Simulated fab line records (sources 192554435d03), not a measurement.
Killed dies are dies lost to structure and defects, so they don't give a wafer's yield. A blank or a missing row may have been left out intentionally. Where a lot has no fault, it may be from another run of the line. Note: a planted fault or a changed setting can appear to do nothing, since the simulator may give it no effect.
A struck lot beside a sound one -- flow n5Finfet -- 15 out of 1938 route steps
Sound: wafers L809.1, L809.4, L809.6. Wafers struck: L819.1, L819.3, L819.5. The cause comes at the end.
Each step with rows lists, per side, the tool, then ch with its chambers, then its first start. Under that, the readings that differ: sound wafers -- struck wafers -- difference of the means -- sigmas: that difference in standard deviations of wafers without a fault.
alike: same words and numbers on both sides, and readings whose means sit less than 2 such deviations apart. not compared: any withheld reading, any reading some wafer has no value for, any bound like >300 that may hide the same value, and any number with overlapping values for which the record gives no deviation.
The two part at a step that has a row with sigmas, a row that says differs or no value, or rows on one side only. When numbers do not overlap yet have no deviation, they are printed without sigmas and do not part them. Lack of a reading on every wafer of one side parts them only where that side has two or more wafers.

N5_BEOL_M8_VIA_ETCH_34: etches SiCOH lowk in C4F6/O2, target depth 125.5 nm, time 50.5 s.
  sound on rieDiel-05 ch 0,1,3, day 10 13:23; struck on rieDiel-03 ch 2,3, day 13 07:46
  alike: C4F6_flow_sccm, drypumpMotorCurrentA, oesProductAu, rfVppV, showerheadPlenumPTorr, throttleValvePct
  not compared: rfHoursCounterH
then, 1 step without rows for these wafers: N5_BEOL_M8_STRIP_76 (strips in C4F6/O2).
N5_BEOL_M8_STRIP_36: strips in N2/H2.
  sound on rieDiel-05 ch 0,1,3, day 10 13:26; struck on rieDiel-03 ch 2,3, day 13 07:49
  alike: drypumpMotorCurrentA, oesProductAu, rfVppV, showerheadPlenumPTorr, throttleValvePct
  not compared: rfHoursCounterH
then, 1 step without rows for these wafers: N5_BEOL_M8_TRENCH_ETCH_37 (etches SiCOH lowk in C4F6/O2, target depth 93.478 nm, time 31.2 s).
N5_BEOL_M8_ETCH_41: etches SiCN in CH3F/O2, target depth 31.9 nm, time 57.8 s.
  sound on rieDiel-05 ch 0,1,3; struck on rieDiel-03 ch 2,3
  alike: drypumpMotorCurrentA, oesProductAu, rfVppV, showerheadPlenumPTorr, throttleValvePct
  not compared: rfHoursCounterH
N5_BEOL_M8_STRIP_80: strips in N2/H2, time 10 s.
  sound on rieDiel-05 ch 0,1,3; struck on rieDiel-03 ch 2,3
  alike: drypumpMotorCurrentA, oesProductAu, rfVppV, showerheadPlenumPTorr, throttleValvePct
  not compared: rfHoursCounterH
N5_BEOL_M8_OCD_MEAS_38:
  sound on ocd-01 at day 10 13:38; struck on ocd-02 at day 13 08:01
  alike: trenchDepthNm
then, 4 steps without rows for these wafers: N5_BEOL_M8_HM_STRIP_39 (strips TiN in peroxide tin strip, target depth 25 nm, time 158 s); N5_BEOL_M8_SRD_40 (time 30 s); N5_BEOL_M8_PRECLEAN_42 (cleans in residue remover, time 60 s); N5_BEOL_M8_SRD_43 (time 30 s).
N5_BEOL_M8_CD_MEAS_35 targets a cd of 40 nm.
  sound on cdSem-03 at day 10 13:47; struck on cdSem-03 at day 13 08:10
reading,sound,struck,difference,sigmas
cdNm (nm),40.7 40.5 40.1,39.5 39.2 39.7,-1.0,-2
N5_BEOL_M8_CURE_75: cures SiCOH lowk, time 120 s.
  sound on uvCure-03 ch 1, day 10 13:50; struck on uvCure-03 ch 0, day 13 08:16
  no value came back on the struck wafers for lampPowerPct (%), runLengthS (s), wafer_temp_C_max; on the sound wafers lampPowerPct (%) reads 52.27 52.32 52.35
N5_BEOL_M8_DEGAS_44: time 60 s.
  sound on pvdSputter-02 at day 10 14:23; struck on pvdSputter-01 at day 13 08:43
  alike: heaterPowerW
N5_PASSIVATION_PROBE_49:
  rows exist in the record for the sound wafers here (prober-01, day 13 11:02), none for the struck ones

== WHERE THEY PART ==
Last at N5_PASSIVATION_PROBE_49 as far as this record goes, first at N5_BEOL_M8_CD_MEAS_35.

WHY: what had been put in by the simulator
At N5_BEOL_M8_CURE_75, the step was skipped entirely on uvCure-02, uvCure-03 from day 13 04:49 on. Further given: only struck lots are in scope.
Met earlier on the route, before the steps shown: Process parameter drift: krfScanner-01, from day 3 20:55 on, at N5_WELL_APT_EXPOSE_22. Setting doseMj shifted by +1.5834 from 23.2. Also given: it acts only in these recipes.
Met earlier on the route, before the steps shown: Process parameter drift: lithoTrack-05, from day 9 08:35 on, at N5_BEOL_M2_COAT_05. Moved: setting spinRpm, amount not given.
